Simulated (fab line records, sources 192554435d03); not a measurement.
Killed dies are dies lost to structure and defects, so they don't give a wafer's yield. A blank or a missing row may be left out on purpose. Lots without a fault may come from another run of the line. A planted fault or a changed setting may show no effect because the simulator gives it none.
fab line records | flow n5_finfet
record lots=4 wafers=12 last_day=18
route steps=1938 shown BEOL_M4@1059 PASSIVATION@1936
lots that met no fault: from a run of the same line without faults
start_h: hours from the record's first day to the start of the lot's first wafer shown | wait_h: hours since the lot's step before | " the same as in the row above | L1.1+2: a row that stands for several wafers | - no value, or no start given | * or withheld: withheld | < > ~ a bound
route shown NAME@n: a module of which the file shows steps, and the number in the route of the first | usual: mean/standard deviation of fault-free wafers | same: alike in all rows | chamber/n: place in a boat | sites: the reading at each site | _std_site: their standard deviation | _edge_site: outer sites' mean less inner sites' | radius_mm: how far each site lies from the wafer's centre | mask NAME#n: copy n | behind: the tool/chamber that last shaped the wafer | hold: why the lot was held/for how many hours/how that ended | device: the transistor (n, p or np) that didn't switch | end of line: the same wafers' tests at the end of the route | a step without rows: its recipe alone | killed: dies lost to structure and defects at the first sort, not the wafer's yield | map: a wafer's dies, x killed, . not, _ none there
set.NAME: the setting as run; set.NAME@STEP: as run at that earlier step | model.NAME: the simulator's own value behind a step, which no gauge read
lots at some steps of the route; a table a step, a row a wafer
services: from which hour (start_h, from the record's first day; less than 0 if before it) a tool's chamber was out of use, for how many hours, and why
## steps
# step N5_BEOL_M4_DESCUM_33
# recipe chemistry=O2 time_s=7 source_power_w=50 bias_power_w=20 pressure_mtorr=20 rf_frequency_hz=2.712e+07 temp_c=40 resist=CAR-EUV o2_flow_sccm=225
# step N5_BEOL_M4_ETCH_77
# recipe chemistry=N2/H2 target=underlayer target_depth_a=65 mask_material=CAR-EUV time_s=5.2 ion_energy_ev=200 pressure_mtorr=30 source_w=840 bias_w=150 n2_flow_sccm=200 h2_flow_sccm=200 ends=cleared
# step N5_BEOL_M4_ETCH_69
# recipe chemistry=CF4 target=SiARC target_depth_a=156 mask_material=CAR-EUV time_s=26 ion_energy_ev=80 pressure_mtorr=40 source_w=545 bias_w=36 Ar_flow_sccm=100 cf4_flow_sccm=100 ends=cleared
# step N5_BEOL_M4_ALD_98
# recipe material=SiO2 target_thk_a=25 temp_c=100 ald_precursor_family=BDEAS ald_co_reactant=O2-plasma pulse_time_s=1 co_reactant_pulse_time_s=1 purge_time_s=2 co_reactant_purge_time_s=2 ald_cycles=17 pressure_torr=2
# step N5_BEOL_M4_ETCHBACK_99
# recipe chemistry=CHF3 target=SiO2 target_depth_a=50 time_s=10.4 source_w=215 bias_w=47 Ar_flow_sccm=200 CHF3_flow_sccm=12 ion_energy_ev=100 pressure_mtorr=30
# step N5_BEOL_M4_ETCH_70
# recipe chemistry=N2/H2 target=SOC target_depth_a=800 overetch_a=240 mask_material=SiARC temp_c=40 time_s=130 ion_energy_ev=200 pressure_mtorr=30 source_w=840 bias_w=150 n2_flow_sccm=200 h2_flow_sccm=200
# step N5_BEOL_M4_STRIP_71
# recipe chemistry=N2/H2 temp_c=40 n2_flow_sccm=200 h2_flow_sccm=200 rf_frequency_hz=6e+07
# step N5_BEOL_M4_STRIP_78
# recipe chemistry=N2/H2 temp_c=40 n2_flow_sccm=200 h2_flow_sccm=200 rf_frequency_hz=6e+07
# step N5_BEOL_M4_VIA_ETCH_34
# recipe chemistry=C4F6/O2 target_depth_a=694 mask_material=SOC pressure_mtorr=15 ion_energy_ev=250 taper_deg=4 time_s=65.9 source_w=350 bias_w=170 Ar_flow_sccm=300 C4F6_flow_sccm=10 O2_flow_sccm=10
# step N5_BEOL_M4_STRIP_83
# recipe chemistry=C4F6/O2 resist=SiARC rf_frequency_hz=6e+07
# step N5_BEOL_M4_STRIP_36
# recipe chemistry=N2/H2 power_w=450 temp_c=40 pressure_mtorr=20 rf_frequency_hz=6e+07 overash_fraction=0.3 bias_power_w=7 h2_frac=0.5 n2_flow_sccm=200 h2_flow_sccm=200
# step N5_BEOL_M4_TRENCH_ETCH_37
# recipe chemistry=C4F6/O2 target_depth_a=555.55 target=SiOC time_s=29.2 ion_energy_ev=250 pressure_mtorr=30 source_w=355 bias_w=185 Ar_flow_sccm=300 C4F6_flow_sccm=10 O2_flow_sccm=10
# usual drypump_motor_current_A=5.6/0.53 oes_product_au=0.78/0.091 rf_fwd_power_W=350.9/1.5 rf_vpp_V=655/17 showerhead_plenum_p_Torr=2.85/0.068 throttle_valve_pct=20.86/0.29
# columns lot.wafer tool chamber start_h wait_h drypump_motor_current_A oes_product_au rf_fwd_power_W rf_hours_counter_h rf_vpp_V showerhead_plenum_p_Torr throttle_valve_pct model.etch.depth_nm model.BEOL_M4.feature_depth_nm
L115.2 rie_diel-06 1 202.45 - 6.5 0.82 349.9 85 666 2.88 20.40 56.86 56.8
L115.4 " 2 " " 5.4 0.97 351.6 11 673 2.87 20.62 58.24 58.2
L115.5 " 2 " " 5.4 0.96 349.9 - 673 2.87 20.64 57.94 58
L122.2 rie_diel-06 3 247.21 - 4.8 0.84 352.3 57 677 2.77 20.33 55.02 55
L122.3 " 2 " " 5.4 0.86 267.6 27 775 2.87 20.65 51.53 51.6
L122.5 " 3 " " 4.8 0.85 351.6 - 673 2.77 20.33 54.47 54.4
L124.4 rie_diel-06 2 254.51 - 5.4 0.84 266.4 29 775 2.87 20.64 51.56 51.6
L124.5 " 0 " " 5.3 0.72 352.8 - 641 2.95 21.15 54.33 54.4
L124.6 " 3 " " 4.8 0.85 351.8 - 675 2.77 20.34 54.9 54.8
L134.2 rie_diel-05 1 313.79 - 4.9 0.65 348.6 238 654 2.85 20.90 52.68 52.6
L134.4 " 1 " " 4.9 0.66 350.7 - 655 2.85 20.91 53.28 53.2
L134.6 " 0 " " 6.3 0.75 350.5 - 639 2.74 20.90 56.16 56.2
# step N5_BEOL_M4_ETCH_41
# recipe chemistry=CH3F/O2 target=SiCN target_depth_a=299 taper_deg=2 time_s=52.5 ion_energy_ev=120 mask_material=TiN pressure_mtorr=30 source_w=395 bias_w=75 Ar_flow_sccm=150 CH3F_flow_sccm=30 O2_flow_sccm=20
# step N5_BEOL_M4_STRIP_97
# recipe chemistry=N2/H2 time_s=10 power_w=450 temp_c=40 pressure_mtorr=20 rf_frequency_hz=6e+07 bias_power_w=7 n2_flow_sccm=200 h2_flow_sccm=200
# step N5_BEOL_M4_OCD_MEAS_38
# usual trench_depth_nm=55.0/1.3
# columns lot.wafer tool chamber start_h wait_h trench_depth_nm
L115.2 ocd-01 - 202.61 - 57.0
L115.4 " - " " 58.7
L115.5 " - " " 58.3
L122.2 ocd-02 - 247.36 - 55.6
L122.3 " - " " 50.9
L122.5 " - " " 54.4
L124.4 ocd-01 - 254.66 - 51.3
L124.5 " - " " 54.4
L124.6 " - " " 55.8
L134.2 ocd-02 - 313.95 - 52.5
L134.4 " - " " 53.6
L134.6 " - " " 56.7
# step N5_BEOL_M4_HM_STRIP_39
# recipe chemistry=peroxide_tin_strip material=TiN target_depth_a=250 temp_c=50 time_s=158
# step N5_BEOL_M4_SRD_40
# recipe time_s=30 temp_c=23 rinse_liquid=diw dry=ipa_marangoni
# step N5_BEOL_M4_PRECLEAN_42
# recipe chemistry=residue_remover time_s=60 temp_c=40
# step N5_BEOL_M4_SRD_43
# recipe time_s=30 temp_c=23 rinse_liquid=diw dry=ipa_marangoni
# step N5_BEOL_M4_DEGAS_44
# recipe ambient=vacuum temp_c=250 time_s=60
# step N5_BEOL_M4_PRE_CLEAN_45
# recipe gas=H2/He time_s=30 temp_c=250
# step N5_BEOL_M4_ALD_84
# recipe material=TaN target_thk_a=* temp_c=275 ald_precursor_family=PDMAT ald_co_reactant=NH3 pressure_torr=3 carrier_flow_sccm=1500 pulse_time_s=2 purge_time_s=3 co_reactant_purge_time_s=2 co_reactant_pulse_time_s=3 ald_cycles=30 precursor_vessel_temp_c=75 precursor_vessel_pressure_torr=26.25 precursor_vessel_carrier_sccm=1000
# step N5_BEOL_M4_SURFACE_TREAT_85
# recipe gas=Ar time_s=* ion_energy_ev=* ion_current_ma_cm2=0.5 pressure_mtorr=* ar_flow_sccm=30
# step N5_BEOL_M4_CVD_47
# recipe material=Co target_thk_a=30 temp_c=withheld precursor=CCTBA/H2 pressure_torr=30 time_s=223.8
# step N5_BEOL_M4_SPUTTER_48
# recipe material=Cu target_thk_a=45 temp_c=-20 chamber_pressure_pa=0.07 power_w=withheld time_s=8.29
# step N5_BEOL_M4_ANNEAL_49
# recipe temp_c=400 time_s=240 ambient=vacuum
# step N5_BEOL_M4_SPUTTER_79
# recipe material=Cu target_thk_a=45 temp_c=-20 chamber_pressure_pa=0.07 power_w=withheld time_s=8.29
# step N5_BEOL_M4_ANNEAL_80
# recipe temp_c=400 time_s=240 ambient=vacuum
# step N5_BEOL_M4_SPUTTER_81
# recipe material=Cu target_thk_a=45 temp_c=-20 chamber_pressure_pa=0.07 power_w=withheld time_s=8.29
# step N5_BEOL_M4_ANNEAL_82
# recipe temp_c=400 time_s=240 ambient=vacuum
# step N5_BEOL_M4_SPUTTER_86
# recipe material=Cu target_thk_a=45 temp_c=-20 chamber_pressure_pa=0.07 power_w=withheld time_s=8.29
# step N5_BEOL_M4_ANNEAL_87
# recipe temp_c=400 time_s=240 ambient=vacuum
# step N5_BEOL_M4_SPUTTER_88
# recipe material=Cu target_thk_a=45 temp_c=-20 chamber_pressure_pa=0.07 power_w=withheld time_s=8.29
# step N5_BEOL_M4_ANNEAL_89
# recipe temp_c=400 time_s=240 ambient=vacuum
# step N5_BEOL_M4_SPUTTER_90
# recipe material=Cu target_thk_a=45 temp_c=-20 chamber_pressure_pa=0.07 power_w=withheld time_s=8.29
# step N5_BEOL_M4_ANNEAL_91
# recipe temp_c=400 time_s=240 ambient=vacuum
# step N5_BEOL_M4_SPUTTER_92
# recipe material=Cu target_thk_a=45 temp_c=-20 chamber_pressure_pa=0.07 power_w=withheld time_s=8.29
# step N5_BEOL_M4_ANNEAL_93
# recipe temp_c=400 time_s=240 ambient=vacuum
# step N5_BEOL_M4_SPUTTER_94
# recipe material=Cu target_thk_a=45 temp_c=-20 chamber_pressure_pa=0.07 power_w=withheld time_s=8.29
# step N5_BEOL_M4_ANNEAL_95
# recipe temp_c=400 time_s=240 ambient=vacuum
# step N5_BEOL_M4_CMP_52
# recipe stop_on=SiOC t_overpolish_s=6.8 down_force_psi=1 platen_rpm=50 clearing_platen_down_force_psi=1.5 clearing_platen_rpm=50 post_cmp_clean=cu_alkaline target_thk_nm=40 clearing_platen_pad_velocity_m_s=0.99484 pad_velocity_m_s=0.99484
# usual barrier_field_endpoint_s=24.7/0.71 motor_current_A=5.9/0.65 overpolish_run_s=6.800/0.0084 slurry_filter_dp_kPa=13.50/0.14 time_to_endpoint_s=62/4.2
# same t_overpolish_s=6.8
# columns lot.wafer tool chamber start_h wait_h barrier_field_endpoint_s motor_current_A overpolish_run_s slurry_filter_dp_kPa time_to_endpoint_s model.Cu_of_BEOL_M4_ECD_50.thk_nm
L115.4 cmp-02 3 206.43 0.2 23.9 5.8 6.799 13.81 58 41
L115.2 " 0 " " 24.7 5.9 6.802 13.54 60 42.4
L115.5 " 3 " " 24.4 5.9 6.797 13.48 55 39.8
L122.2 cmp-02 2 252.17 0.2 25.1 4.7 6.816 13.62 67 41.8
L122.3 " 1 " " 24.7 5.5 6.797 13.48 60 35
L122.5 " 2 " " 25.8 4.6 6.794 13.38 66 40.2
L124.4 cmp-03 3 257.99 0.2 25.6 5.5 6.774 13.47 65 36
L124.6 " 2 " " 24.5 6.2 6.805 13.56 64 37.6
L124.5 " 3 " " 25.1 5.7 6.784 13.33 65 39.2
L134.4 cmp-02 0 317.21 0.1 25.8 6.2 6.805 13.53 64 39.2
L134.2 " 2 " " 26.0 4.5 6.810 13.47 66 40
L134.6 " 0 " " 25.5 5.7 6.784 13.45 63 41.8
# step N5_BEOL_M4_RC_MEAS_101
# usual DIBL_N=36.5/2.2 DIBL_P=36.9/2.9 IOFF_N=0.17/0.044 IOFF_P=0.22/0.052 ION_N=671/16 ION_P=461/10 SS_N=71.6/0.73 SS_P=73.5/0.79 VT_N=250/4.1 VT_P=-250/4.1
# columns lot.wafer tool chamber start_h wait_h DIBL_N[mV/V] DIBL_P[mV/V] IOFF_N[nA/um] IOFF_P[nA/um] ION_N[uA/um] ION_P[uA/um] SS_N[mV/dec] SS_P[mV/dec] VT_N[mV] VT_P[mV]
L115.2 prober-01 0 207.15 0.2 35.7 35.7 0.15 0.22 662 462 70.8 73.3 251 -251
L115.4 " 0 " " 37.2 37.0 0.17 0.24 678 467 71.6 73.2 250 -248
L115.5 " 0 " " 36.6 36.8 0.17 0.23 672 456 71.5 73.6 248 -251
L122.2 prober-02 0 252.93 0.2 39.9 42.9 0.25 0.29 687 461 72.6 75.1 242 -247
L122.3 " 0 " " 32.7 32.2 0.11 0.14 681 461 70.8 72.2 253 -256
L122.5 " 0 " " 36.3 38.0 0.16 0.20 672 455 71.3 74.1 249 -251
L124.4 prober-02 0 259.03 0.5 38.6 40.0 0.23 0.27 699 472 72.3 73.7 245 -246
L124.5 " 0 " " 37.7 37.5 0.20 0.23 671 457 72.1 74.2 247 -246
L124.6 " 0 " " 38.1 40.1 0.22 0.29 689 473 71.1 74.0 245 -243
L134.2 prober-01 0 317.98 0.2 39.2 40.9 0.21 0.29 694 475 72.2 74.2 245 -246
L134.4 " 0 " " 36.9 36.9 0.14 0.21 658 456 71.6 73.0 253 -251
L134.6 " 0 " " 37.1 37.6 0.17 0.21 679 466 72.3 73.8 248 -251
# step N5_PASSIVATION_PROBE_49
# usual defect_limited_yield=91.3/1.4 killed_at_M0_to_M3=36/10 killed_at_M4_up=13/5.4 killed_at_contacts=12/5.3 killed_at_front_end=39/10 killed_at_other=3.2/2.7 killed_dies=103/16 killed_open=68/13 killed_short=33/6.6 sort_bin_5_function=5.1/0.92 sort_bin_6_memory=3.3/0.68 sort_n_pass=1077/17 sort_yield_pct=91.2/1.4
# same gross_dies=1180 killed_at_back_side=0 sort_bin_4_leakage[%]=0 sort_bin_8_speed[%]=0
# columns lot.wafer tool chamber start_h wait_h defect_limited_yield[%] killed_at_M0_to_M3 killed_at_M4_up killed_at_contacts killed_at_front_end killed_at_other killed_dies killed_open killed_short sort_bin_5_function[%] sort_bin_6_memory[%] sort_n_pass sort_yield_pct[%]
L115.2 prober-01 - 324.72 0.1 90.6 38 17 10 42 4 111 80 29 5.6 3.6 1069 90.6
L115.4 prober-01 - 324.82 0.2 92.5 29 14 5 31 9 88 59 29 4.2 2.9 1092 92.5
L115.5 prober-01 - 324.87 0.2 92.3 29 13 11 32 6 91 58 31 4.2 3.3 1089 92.3
L134.2 prober-01 - 432.45 0.1 87.9 46 10 24 57 6 143 101 40 6.6 5.1 1037 87.9
L134.4 prober-01 - 432.55 0.2 87.3 42 11 24 69 4 150 108 42 7.8 4.7 1030 87.3
L134.6 prober-01 - 432.65 0.3 90.6 40 15 20 32 4 111 86 23 5.3 3.7 1069 90.6
# killed by level:class
L115.2 STI_FIN_REVEAL:geometric_particle:open=12 BEOL_M2:geometric_particle:open=12 BEOL_M4:geometric_particle:open=10 BEOL_M0_SAQP:geometric_particle:open=9 MOL_CONTACT_COAG:geometric_particle:open=8 FIN_SAQP:geometric_particle:open=7 STARTING-WAFER:geometric_particle:short=5 BEOL_M3:geometric_particle:open=5
L115.4 FIN_SAQP:geometric_particle:open=12 BEOL_M3:geometric_particle:short=6 BEOL_M3:geometric_particle:open=5 MOL_CONTACT_COAG:geometric_particle:open=5 BEOL_M0:geometric_particle:open=5 BEOL_M4:geometric_particle:open=4 DUMMY_GATE:geometric_particle:open=4 BEOL_M0_SAQP:geometric_particle:short=4
L115.5 FIN_SAQP:geometric_particle:open=9 MOL_CONTACT_COAG:geometric_particle:open=8 BEOL_M0_SAQP:geometric_particle:open=7 BEOL_M2:geometric_particle:open=6 FIN_SAQP:geometric_particle:short=5 DUMMY_GATE:geometric_particle:open=4 BEOL_M3:geometric_particle:short=4 STI_FIN_REVEAL:geometric_particle:open=3
L134.2 STI_FIN_REVEAL:geometric_particle:open=25 MOL_CONTACT_COAG:geometric_particle:open=20 BEOL_M0_SAQP:geometric_particle:short=10 BEOL_M1:geometric_particle:open=10 BEOL_M0_SAQP:geometric_particle:open=8 BEOL_M2:geometric_particle:open=8 BEOL_M3:geometric_particle:open=6 STI_FIN_REVEAL:geometric_particle:short=5
L134.4 STI_FIN_REVEAL:geometric_particle:open=30 MOL_CONTACT_COAG:geometric_particle:open=21 BEOL_M3:geometric_particle:open=12 STI_FIN_REVEAL:geometric_particle:short=9 FIN_SAQP:geometric_particle:open=8 DUMMY_GATE:geometric_particle:open=7 BEOL_M2:geometric_particle:open=7 BEOL_M0_SAQP:geometric_particle:open=6
L134.6 MOL_CONTACT_COAG:geometric_particle:open=17 STI_FIN_REVEAL:geometric_particle:open=9 BEOL_M2:geometric_particle:open=9 BEOL_M3:geometric_particle:open=9 BEOL_M1:geometric_particle:open=8 BEOL_M5:geometric_particle:open=8 DUMMY_GATE:geometric_particle:open=4 GATE_CUT:geometric_particle:open=4
## services
# columns tool chamber start_h hours kind
cmp-03 - 194.07 0.9 repair
rie_diel-05 3 211.18 8.2 repair
rie_diel-05 3 228.10 - clean
rie_diel-05 3 228.10 - consumable_replace:esc
rie_diel-05 3 228.10 - consumable_replace:focus_ring
rie_diel-05 3 228.10 26.0 scheduled_down
rie_diel-05 3 228.10 26.0 vent_cycle
rie_diel-05 1 231.51 7.3 repair
cmp-02 - 239.43 4.0 pm
cmp-03 - 240.10 2.5 repair
cmp-02 - 243.43 - consumable_replace:conditioner
cmp-02 - 243.43 - consumable_replace:pad
cmp-02 - 255.34 0.7 repair
cmp-02 - 273.64 5.6 pm
cmp-03 - 275.77 1.4 repair
cmp-03 - 289.77 4.0 pm
cmp-03 - 293.77 - consumable_replace:conditioner
cmp-03 - 293.77 - consumable_replace:pad
cmp-02 - 297.00 8.2 pm
cmp-03 - 300.11 0.2 repair
## key
first_sign step=N5_BEOL_M4_TRENCH_ETCH_37 reading=rf_fwd_power_W direction=down sigmas=57 usual=* struck=*
effect step=N5_BEOL_M4_TRENCH_ETCH_37 reading=rf_vpp_V direction=up sigmas=7.2 usual=655 struck=775
effect step=N5_BEOL_M4_OCD_MEAS_38 reading=trench_depth_nm direction=down sigmas=3 usual=55.0 struck=51.1
model_effect step=N5_BEOL_M4_TRENCH_ETCH_37 value=etch.depth_nm without=57.31 struck=51.54
model_effect step=N5_BEOL_M4_CMP_52 value=Cu_of_BEOL_M4_ECD_50.thk_nm without=41.3 struck=35.5
met_at N5_BEOL_M4_TRENCH_ETCH_37
struck_wafers L122.3,L124.4
onset_between 202.45 247.21
fault kind=process_parameter_drift tool=rie_diel-06 chamber=2 onset_h=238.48 steps=N5_BEOL_M4_TRENCH_ETCH_37 channel=source_w offset=-85.2 shape=step end_h=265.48 acts_in=these_recipes_only stated=355
